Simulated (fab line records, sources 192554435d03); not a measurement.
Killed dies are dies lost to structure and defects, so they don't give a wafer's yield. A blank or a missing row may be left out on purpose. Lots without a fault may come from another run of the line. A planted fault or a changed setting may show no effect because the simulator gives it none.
Chamber matching | flow n5_finfet | N5_GATE_CUT_SAC_CAP_01 on ald_sin-02: 4 sister chambers
The step material SiNx, target thk 24 nm, pulse time 1 s, ald cycles 480. 4 wafers are shown with their chamber, then 12 later ones without.

WAFERS WITH THEIR CHAMBER
wafer  | chamber | heater_power_outer_w (W)
L084.5 | 0       | 485
L090.1 | 2       | 551
L090.4 | 1       | 516
L090.6 | 3       | 558

WAFERS WITHOUT THEIR CHAMBER
wafer  | heater_power_outer_w (W)
L091.1 | 542
L091.3 | 524
L091.4 | 554
L093.1 | 544
L093.5 | 527
L093.6 | 516
L094.2 | 474
L094.3 | 547
L094.5 | 562
L095.1 | 480
L095.2 | 506
L095.4 | 535

WHICH CHAMBER EACH WENT THROUGH
wafer  | from the rows above          | in truth
L091.1 | can't be placed: 2 or 3      | 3
L091.3 | 1                            | 1
L091.4 | can't be placed: 2 or 3      | 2
L093.1 | can't be placed: 2 or 3      | 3
L093.5 | can't be placed: 1 or 2      | 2
L093.6 | 1                            | 1
L094.2 | 0                            | 0
L094.3 | can't be placed: 2 or 3      | 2
L094.5 | can't be placed: 3 or 2      | 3
L095.1 | 0                            | 0
L095.2 | can't be placed: 1 or 0      | 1
L095.4 | can't be placed: 2 or 1 or 3 | 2
Placed correctly: 4 of 12. Can't be placed from these rows: 8 (the true chamber is among the candidates in 8). Placed wrongly: 0.
How it was worked out, from the rows above alone: a wafer's distance from a chamber is the root of the sum, over the readings, of the square of ((its reading less the chamber's mean) divided by the reading's scatter). The wafer belongs to the nearest chamber; if the next one is less than 2 further off, it can't be placed. A chamber's mean is the mean of its shown wafers. The scatter: with one shown wafer a chamber, the root of the mean of the squares of how far each hidden wafer lies from its nearest shown one.
